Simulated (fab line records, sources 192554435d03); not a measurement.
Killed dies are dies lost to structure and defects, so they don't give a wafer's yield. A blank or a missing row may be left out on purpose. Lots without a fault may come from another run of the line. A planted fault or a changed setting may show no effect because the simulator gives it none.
Split-lot experiment | flow n5_finfet | 7 lots, 21 wafers read, on a route of 1938 steps

THE SPLIT
At N5_BEOL_M10_COAT_22 (resist thk 90 nm), the setting spin_rpm was moved away from the recipe's 1500 rpm on 6 of the 21 wafers read, by -11.0% to +10.0%. The other wafers ran this setting at the recipe's value.

FROM THE SPLIT TO THE READING: what the file shows between them, 4 steps
- N5_BEOL_M10_EBR_24
- N5_BEOL_M10_SOFTBAKE_23: time 60 s
- N5_BEOL_M10_EXPOSE_25: exposes mask V9
- N5_BEOL_M10_PEB_26: peb time 60 s

THE READING
CAR-ArF_of_BEOL_M10_COAT_22.thk_nm (the simulator's own value, which no gauge read), in nm, at N5_BEOL_M10_DEVELOP_27 (develop time 30 s). The file gives no usual value for it. The 15 wafers here that ran the recipe average 88.4 nm, standard deviation 0.36 nm.

wafer  | tool, chamber at the split | spin_rpm as run, rpm | against the recipe | CAR-ArF_of_BEOL_M10_COAT_22.thk_nm, nm | against lot-mates on the recipe
L074.2 | litho_track-05, 0          | 1500                 | recipe             | 88.4                                   | -
L074.3 | litho_track-05, 0          | 1500                 | recipe             | 88.2                                   | -
L074.5 | litho_track-05, 0          | 1500                 | recipe             | 88.2                                   | -
L075.3 | litho_track-01, 0          | 1500                 | recipe             | 88                                     | -
L075.4 | litho_track-01, 0          | 1500                 | recipe             | 88.2                                   | -
L075.5 | litho_track-01, 0          | 1547                 | +3.1%              | 87                                     | -1.1
L078.1 | litho_track-04, 0          | 1650                 | +10.0%             | 84.4                                   | -4.0
L078.4 | litho_track-04, 0          | 1650                 | +10.0%             | 84.4                                   | -4.0
L078.3 | litho_track-04, 0          | 1500                 | recipe             | 88.4                                   | -
L080.1 | litho_track-01, 0          | 1500                 | recipe             | 87.8                                   | -
L080.4 | litho_track-01, 0          | 1335                 | -11.0%             | 93.4                                   | +5.6
L080.6 | litho_track-01, 0          | 1335                 | -11.0%             | 93.4                                   | +5.6
L086.3 | litho_track-01, 0          | 1500                 | recipe             | 89                                     | -
L086.5 | litho_track-01, 0          | 1500                 | recipe             | 88.6                                   | -
L086.6 | litho_track-01, 0          | 1500                 | recipe             | 88.8                                   | -
L091.1 | litho_track-04, 0          | 1500                 | recipe             | 88                                     | -
L091.2 | litho_track-04, 0          | 1500                 | recipe             | 88.4                                   | -
L091.4 | litho_track-04, 0          | 1607                 | +7.1%              | 85                                     | -3.2
L097.1 | litho_track-05, 0          | 1500                 | recipe             | 88.8                                   | -
L097.3 | litho_track-05, 0          | 1500                 | recipe             | 89                                     | -
L097.5 | litho_track-05, 0          | 1500                 | recipe             | 88.6                                   | -

THE FIT
A straight line over all 21 wafers: CAR-ArF_of_BEOL_M10_COAT_22.thk_nm changes by -0.436 nm for each +1% of spin_rpm; r = -0.99; the points scatter about the line by 0.35 nm.
The same after taking each lot's own level away (the mean of its wafers on the recipe; 21 wafers): -0.459 nm for each +1%; r = -0.99; scatter 0.27 nm.
On that fit, the largest move of spin_rpm shifts the reading by 5 nm.
The lots' own levels span 87.80 to 88.80 nm, that is 2.8 times the standard deviation above.
So the lot-to-lot level changes the slope little: the two slopes agree.
Check: with one of the wafers moved furthest among these (-11.0%) left out of the fit, the line predicts +4.98 nm for it against its lot-mates. It came out at +5.6 nm against them.

OTHER SPLITS ON THESE WAFERS
These wafers also went through other splits before the reading. Each is held against what the fit with the lots' levels taken away leaves over:
other split on the same wafers | wafers away from the commonest value | r with CAR-ArF_of_BEOL_M10_COAT_22.thk_nm (lot level and that fit taken away)
N5_BEOL_M4_COAT_05 spin_rpm    | 6                                    | +0.17
N5_BEOL_M5_COAT_05 spin_rpm    | 6                                    | -0.05
N5_BEOL_M6_COAT_22 spin_rpm    | 7                                    | -0.22
N5_BEOL_M6_ETCH_66 bias_w      | 9                                    | -0.03
N5_BEOL_M7_COAT_71 spin_rpm    | 8                                    | +0.27
N5_BEOL_M7_ETCH_66 bias_w      | 9                                    | -0.44
N5_BEOL_M7_ETCH_41 source_w    | 8                                    | -0.07
N5_BEOL_M10_ILD_DEP_00 time_s  | 4                                    | -0.03
N5_BEOL_M10_ETCH_62 time_s     | 8                                    | +0.17

THE WHOLE CHAIN: every reading that the file lists as answering this split, in the file's order
step                   | what it does      | reading                                                                             | change (the file's fit)               | r (the file's)
N5_BEOL_M10_COAT_22    | resist thk 90 nm  | CAR-ArF_of_BEOL_M10_COAT_22.thk_nm (the simulator's own value, which no gauge read) | -0.457 nm for each +1% of the setting | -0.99
N5_BEOL_M10_DEVELOP_27 | develop time 30 s | CAR-ArF_of_BEOL_M10_COAT_22.thk_nm (the simulator's own value, which no gauge read) | -0.454 nm for each +1% of the setting | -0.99

THE FILE'S OWN FIT
CAR-ArF_of_BEOL_M10_COAT_22.thk_nm changes by -0.454 nm for each +1% of spin_rpm, r = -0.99.
